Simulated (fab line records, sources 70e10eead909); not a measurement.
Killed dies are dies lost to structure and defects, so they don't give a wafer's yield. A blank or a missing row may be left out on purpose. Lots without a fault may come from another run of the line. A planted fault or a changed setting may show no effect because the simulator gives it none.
fab line records | flow nand_harc
record lots=12 wafers=36 last_day=25
route steps=1159 shown P_STI@84 P_GATE@144 END@1159
lots that met no fault: from a run of the same line without faults
start_h: hours from the record's first day to the start of the lot's first wafer shown | wait_h: hours since the lot's step before | " the same as in the row above | L1.1+2: a row that stands for several wafers | - no value, or no start given | * or withheld: withheld | < > ~ a bound
route shown NAME@n: a module of which the file shows steps, and the number in the route of the first | usual: mean/standard deviation of fault-free wafers | same: alike in all rows | chamber/n: place in a boat | sites: the reading at each site | _std_site: their standard deviation | _edge_site: outer sites' mean less inner sites' | radius_mm: how far each site lies from the wafer's centre | mask NAME#n: copy n | behind: the tool/chamber that last shaped the wafer | hold: why the lot was held/for how many hours/how that ended | device: the transistor (n, p or np) that didn't switch | end of line: the same wafers' tests at the end of the route | a step without rows: its recipe alone | killed: dies lost to structure and defects at the first sort, not the wafer's yield | map: a wafer's dies, x killed, . not, _ none there
set.NAME: the setting as run; set.NAME@STEP: as run at that earlier step | model.NAME: the simulator's own value behind a step, which no gauge read
steps of the route over a sample of lots; a table a step, a row a wafer
services: from which hour (start_h, from the record's first day; less than 0 if before it) a tool's chamber was out of use, for how many hours, and why
## steps
# step NHARC_P_STI_OVL_MEAS_10
# usual overlay_x_nm=2/6.5 overlay_y_nm=2/6.6
# columns lot.wafer tool chamber start_h wait_h overlay_x_nm overlay_y_nm
L816.1 overlay-01 - 47.13 - -4 -6
L816.5 " - " " -4 -6
L816.6 " - " " -4 -6
L826.1 overlay-01 - 108.04 - -3 -3
L826.5 " - " " -2 -3
L826.6 " - " " -3 -3
L827.1 overlay-02 - 113.30 - -3 11
L827.3 " - " " -2 11
L827.5 " - " " -3 11
L828.3 overlay-01 - 120.64 - -1 1
L828.5 " - " " -1 1
L828.6 " - " " -1 1
L829.1 overlay-02 - 126.48 - 5 7
L829.3 " - " " 5 6
L829.6 " - " " 4 6
L830.1 overlay-02 - 132.44 - 14 -3
L830.2 " - " " 13 -3
L830.6 " - " " 13 -3
L831.1 overlay-01 - 137.47 - -2 8
L831.3 " - " " -2 8
L831.4 " - " " -2 8
L833.4 overlay-01 - 148.89 - 8 -1
L833.5 " - " " 7 0
L833.6 " - " " 7 0
L835.1 overlay-01 - 159.22 - 12 4
L835.2 " - " " 12 3
L835.4 " - " " 12 4
L834.3 overlay-02 - 159.38 - -2 7
L834.4 " - " " -3 7
L834.5 " - " " -3 7
L837.1 overlay-02 - 170.29 - -12 -7
L837.5 " - " " -11 -7
L837.6 " - " " -11 -7
L836.3 overlay-01 - 170.32 - 3 13
L836.5 " - " " 3 13
L836.6 " - " " 3 13
# step NHARC_P_GATE_DESCUM_31
# recipe time_s=3 o2_flow_sccm=200 ar_flow_sccm=0 bias_power_w=0 chemistry=O2
# usual drypump_motor_current_A=5.6/0.35 oes_product_au=0.998/0.012 rf_vpp_V=57.9/0.92 showerhead_plenum_p_Torr=1.95/0.05 throttle_valve_pct=11.310/0.0095
# columns lot.wafer tool chamber start_h wait_h drypump_motor_current_A oes_product_au rf_hours_counter_h rf_vpp_V showerhead_plenum_p_Torr throttle_valve_pct
L816.1 rie_diel-02 0 107.84 0.1 5.5 0.996 23 57.7 1.93 11.312
L816.6 " 1 " " 5.5 0.987 - 57.8 2.01 11.314
L816.5 " 2 " " 6.2 0.978 - 56.9 1.88 11.319
L826.1 rie_diel-02 2 168.51 0.1 6.1 0.973 1 55.9 1.88 11.304
L826.6 " 1 " " 5.5 0.998 - 58.2 2.01 11.312
L826.5 " 2 " " 6.1 0.980 - 57.6 1.88 11.312
L827.3 rie_diel-08 2 169.17 0.1 5.5 1.005 13 58.6 2.03 11.307
L827.1 " 0 " " 5.2 1.025 11 58.3 1.89 11.307
L827.5 " 2 " " 5.5 1.007 - 56.9 2.03 11.308
L828.3 rie_diel-02 0 174.65 0.1 5.5 0.993 2 59.5 1.92 11.306
L828.6 " 2 " " 6.2 0.976 - 56.7 1.88 11.314
L828.5 " 3 " " 5.1 0.993 - 58.3 1.97 11.304
L829.1 rie_diel-02 2 180.37 0.1 6.1 0.988 4 58.3 1.88 11.305
L829.3 " 3 " " 5.1 0.990 4 59.0 1.97 11.315
L829.6 " 0 " " 5.5 0.983 - 58.7 1.92 11.315
L830.1 rie_diel-04 3 188.33 0.1 5.8 1.004 23 56.2 1.91 11.300
L830.2 " 0 " " 5.5 0.996 22 58.3 1.95 11.322
L830.6 " 3 " " 5.7 1.001 - 57.4 1.91 11.306
L831.3 rie_diel-02 0 193.59 0.1 5.4 0.989 5 58.9 1.92 11.326
L831.1 " 1 " " 5.5 1.000 5 56.8 2.01 11.317
L831.4 " 3 " " 5.1 1.000 6 57.9 1.97 11.318
L833.4 rie_diel-02 0 198.68 0.1 5.5 0.987 7 57.4 1.92 11.307
L833.6 " 2 " " 6.1 0.986 - 57.4 1.88 11.310
L833.5 " 3 " " 5.1 0.990 - 58.5 1.97 11.317
L835.2 rie_diel-02 3 216.06 0.1 5.1 0.987 9 58.4 1.97 11.318
L835.1 " 1 " " 5.5 1.008 11 58.4 2.01 11.316
L835.4 " 2 " " 6.1 0.991 10 56.6 1.88 11.329
L834.3 rie_diel-08 0 216.70 0.1 5.2 1.025 29 58.5 1.89 11.322
L834.4 " 3 " " 6.1 1.009 30 57.9 2.00 11.314
L834.5 " 1 " " 5.7 1.005 - 56.8 2.03 11.330
L836.3 rie_diel-08 0 223.25 0.1 5.2 1.020 32 56.7 1.89 11.310
L836.6 " 1 " " 5.7 1.006 - 57.4 2.03 11.323
L836.5 " 2 " " 5.5 0.984 - 59.7 2.02 11.312
L837.1 rie_diel-02 3 223.46 0.1 5.1 0.997 11 58.9 1.97 11.291
L837.6 " 2 " " 6.2 0.984 - 57.4 1.88 11.308
L837.5 " 3 " " 5.1 0.999 - 58.7 1.97 11.303
# step NHARC_P_GATE_EXPOSE_43
# recipe na=0.6 target_cd_nm=720 dose_mj=14.81 mask_id=P_NSD
# columns lot.wafer tool chamber start_h wait_h mask
L816.1+5+6 krf_scanner-02 0 119.69 - P_PSD#0
L826.1+5+6 krf_scanner-02 0 180.16 - P_NSD#0
L827.1+3+5 krf_scanner-03 0 181.02 - P_NSD#0
L828.3+5+6 krf_scanner-02 0 186.52 - P_NSD#0
L829.1+3+6 krf_scanner-04 0 192.28 - P_NSD#0
L830.1+2+6 krf_scanner-04 0 200.06 - P_NSD#0
L831.1+3+4 krf_scanner-04 0 205.55 - P_NSD#0
L833.4+5+6 krf_scanner-03 0 210.33 - P_NSD#0
L835.1+2+4 krf_scanner-02 0 227.82 - P_NSD#0
L834.3+4+5 krf_scanner-04 0 228.34 - P_NSD#0
L836.3+5+6 krf_scanner-04 0 234.80 - P_NSD#0
L837.1+5+6 krf_scanner-03 0 234.95 - P_NSD#0
# step NHARC_P_GATE_CD_MEAS_46
# recipe target_cd_nm=720 landing_energy_ev=500
# usual cd_nm=720.5/1.9
# columns lot.wafer tool chamber start_h wait_h cd_nm
L816.1 cd_sem-01 0 119.85 - -
L816.5 " 0 " " -
L816.6 " 0 " " -
L826.1 cd_sem-01 0 180.31 - 719.6
L826.5 " 0 " " 718.9
L826.6 " 0 " " 723.7
L827.1 cd_sem-01 0 181.18 - 719.9
L827.3 " 0 " " 720.9
L827.5 " 0 " " 721.1
L828.3 cd_sem-02 0 186.67 - 722.1
L828.5 " 0 " " 722.0
L828.6 " 0 " " 722.5
L829.1 cd_sem-02 0 192.43 - 718.3
L829.3 " 0 " " 719.9
L829.6 " 0 " " 718.4
L830.1 cd_sem-01 0 200.22 - 720.7
L830.2 " 0 " " 720.9
L830.6 " 0 " " 721.8
L831.1 cd_sem-02 0 205.70 - 722.4
L831.3 " 0 " " 722.4
L831.4 " 0 " " 719.6
L833.4 cd_sem-02 0 210.48 - 719.5
L833.5 " 0 " " 720.2
L833.6 " 0 " " 717.9
L835.1 cd_sem-03 0 227.97 - 724.8
L835.2 " 0 " " 722.3
L835.4 " 0 " " 721.9
L834.3 cd_sem-03 0 228.49 - 720.7
L834.4 " 0 " " 720.7
L834.5 " 0 " " 721.0
L836.3 cd_sem-03 0 234.95 - 723.4
L836.5 " 0 " " 719.6
L836.6 " 0 " " 719.5
L837.1 cd_sem-02 0 235.11 - 722.2
L837.5 " 0 " " 721.0
L837.6 " 0 " " 721.4
# step NHARC_P_GATE_STRIP_111
# recipe power_w=1500 temp_c=110 time_s=250 chemistry=N2/H2
# usual drypump_motor_current_A=5.67/0.22 heater_power_w=87/11 temp_c=110.00/0.13
# columns lot.wafer tool chamber start_h wait_h drypump_motor_current_A heater_power_w rf_hours_counter_h temp_c
L816.1 plasma_asher-02 0 120.38 0.2 5.95 64 34 109.84
L816.5 " 0 " " 5.95 65 - 109.88
L816.6 " 1 " " 5.89 90 - 110.19
L826.1 plasma_asher-01 0 180.93 0.2 5.73 96 23 110.07
L826.5 " 1 " " 5.39 88 - 109.96
L826.6 " 0 " " 5.71 98 - 110.01
L827.1 plasma_asher-01 0 181.77 0.2 5.67 97 24 110.00
L827.3 " 1 " " 5.34 85 - 109.94
L827.5 " 0 " " 5.66 98 - 109.87
L828.3 plasma_asher-01 0 187.88 0.8 5.67 100 - 109.91
L828.6 " 1 " " 5.35 85 - 109.97
L828.5 " 0 " " 5.69 100 - 109.92
L829.1 plasma_asher-02 0 192.97 0.2 5.95 69 0 109.95
L829.3 " 1 " " 5.85 89 - 109.96
L829.6 " 0 " " 5.93 69 - 110.08
L830.2 plasma_asher-02 0 200.75 0.2 5.94 72 3 109.91
L830.1 " 1 " " 5.94 88 3 109.95
L830.6 " 1 " " 5.88 90 - 109.80
L831.1 plasma_asher-01 1 206.30 0.2 5.38 88 37 110.00
L831.3 " 0 " " 5.68 98 - 110.11
L831.4 " 1 " " 5.39 87 - 110.07
L833.4 plasma_asher-01 1 211.11 0.2 5.40 86 - 110.24
L833.5 " 1 " " 5.40 86 - 110.14
L833.6 " 0 " " 5.67 101 - 110.22
L835.2 plasma_asher-01 0 228.50 0.2 5.64 102 44 109.92
L835.1 " 1 " " 5.38 85 44 110.27
L835.4 " 0 " " 5.69 99 - 109.99
L834.4 plasma_asher-02 0 229.12 0.2 5.92 68 - 110.03
L834.3 " 1 " " 5.89 90 - 110.05
L834.5 " 1 " " 5.86 89 - 109.91
L836.3 plasma_asher-01 1 235.63 0.3 5.36 85 - 109.98
L836.6 " 0 " " 5.61 100 - 109.73
L836.5 " 1 " " 5.36 88 - 109.99
L837.1 plasma_asher-01 0 235.84 0.4 5.60 99 47 109.96
L837.5 " 0 " " 5.67 96 - 109.99
L837.6 " 1 " " 5.32 86 - 109.88
# step NHARC_END_SORT_01
# recipe temp_c=25
# usual killed_at_array=28/8.6 killed_at_other=0.7/1.2 killed_at_periphery=3.1/2.3 killed_dies=32/8.7 killed_open=3.2/1.7 killed_short=2.0/1.5
# same gross_dies=677
# columns lot.wafer tool chamber start_h wait_h killed_at_array killed_at_other killed_at_periphery killed_dies killed_open killed_short
L816.1 prober-01 0 444.34 2.5 27 5 645 677 4 3
L816.5 prober-01 0 447.51 3.7 26 1 650 677 4 1
L816.6 prober-01 0 448.30 4.0 16 6 655 677 3 0
# killed by level:class
L816.1 P_GATE:area_expose=643 A_SLIT:chamber_film_flake=9 A_SGD_CUT:chamber_film_flake=5 THIN_TSV:chamber_film_flake=5 A_STAIRCASE:chamber_film_flake=4 A_WL_FILL:geometric_particle:short=2 P_M0:geometric_particle:open=1 A_ONON_D1:geometric_particle:open=1
L816.5 P_GATE:area_expose=647 A_SLIT:chamber_film_flake=7 A_SGD_CUT:chamber_film_flake=5 A_STAIRCASE:chamber_film_flake=4 A_CHANNEL_HOLE_D1:chamber_film_flake=3 P_GATE:chamber_film_flake=2 A_CONTACT:chamber_film_flake=2 A_ONON_D1:geometric_particle:short=1
L816.6 P_GATE:area_expose=651 A_SLIT:chamber_film_flake=6 THIN_TSV:chamber_film_flake=6 A_SGD_CUT:chamber_film_flake=4 P_GATE:chamber_film_flake=3 A_CONTACT:geometric_particle:open=2 A_CONTACT:chamber_film_flake=2 P_M0:geometric_particle:open=1
## services
# columns tool chamber start_h hours kind
rie_diel-02 3 93.50 17.5 repair
krf_scanner-02 - 95.54 1.6 repair
plasma_asher-01 - 99.33 9.0 pm
plasma_asher-01 0 99.33 9.0 vent_cycle
plasma_asher-01 1 99.33 9.0 vent_cycle
rie_diel-02 0 105.52 - clean
rie_diel-02 1 105.52 - clean
rie_diel-02 2 105.52 - clean
plasma_asher-01 0 108.33 - clean
rie_diel-04 - 111.92 9.0 pm
rie_diel-08 - 124.82 9.0 pm
krf_scanner-04 - 126.00 4.0 pm
rie_diel-08 1 137.29 2.1 repair
rie_diel-02 - 140.44 1.9 repair
krf_scanner-02 - 148.92 0.8 repair
rie_diel-02 - 150.83 9.0 pm
krf_scanner-03 - 168.00 4.0 pm
rie_diel-04 3 173.13 4.1 repair
rie_diel-08 1 174.15 12.8 repair
plasma_asher-02 - 183.04 9.0 pm
rie_diel-04 2 185.68 6.1 repair
krf_scanner-02 - 203.03 1.1 repair
krf_scanner-02 - 210.00 4.0 pm
krf_scanner-02 - 214.07 8.1 repair
## key
first_sign step=NHARC_P_GATE_EXPOSE_43 reading=mask direction=changed
effect step=NHARC_P_GATE_CD_MEAS_46 reading=cd_nm direction=missing
effect step=NHARC_END_SORT_01 reading=killed_at_periphery direction=up sigmas=99+ usual=3.1 struck=650
more_kills_born_at NHARC_P_GATE_EXPOSE_43@krf_scanner-02=1941
met_at NHARC_P_GATE_EXPOSE_43
struck_lots L816
later_rows_left_out L816.1,L816.5,L816.6
tester_left_out L816
not_acting_at NHARC_P_STI_OVL_MEAS_10,NHARC_P_GATE_DESCUM_31,NHARC_P_GATE_STRIP_111
fault kind=wrong_mask tool=any chamber=- onset_h=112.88 steps=NHARC_P_GATE_EXPOSE_43 aux_copy=P_PSD#0 scope=struck_lots_only
# tester_left_out: of these lots the tester's yield and bins aren't shown, on N5 and GAA mostly nor the transistor test; their killed dies are dies lost to structure and defects alone, not to doping, threshold or leakage, so they don't give the yield
# later_rows_left_out: the simulator's readings of these wafers behind a module that went badly wrong aren't trusted and aren't shown, but for the sort
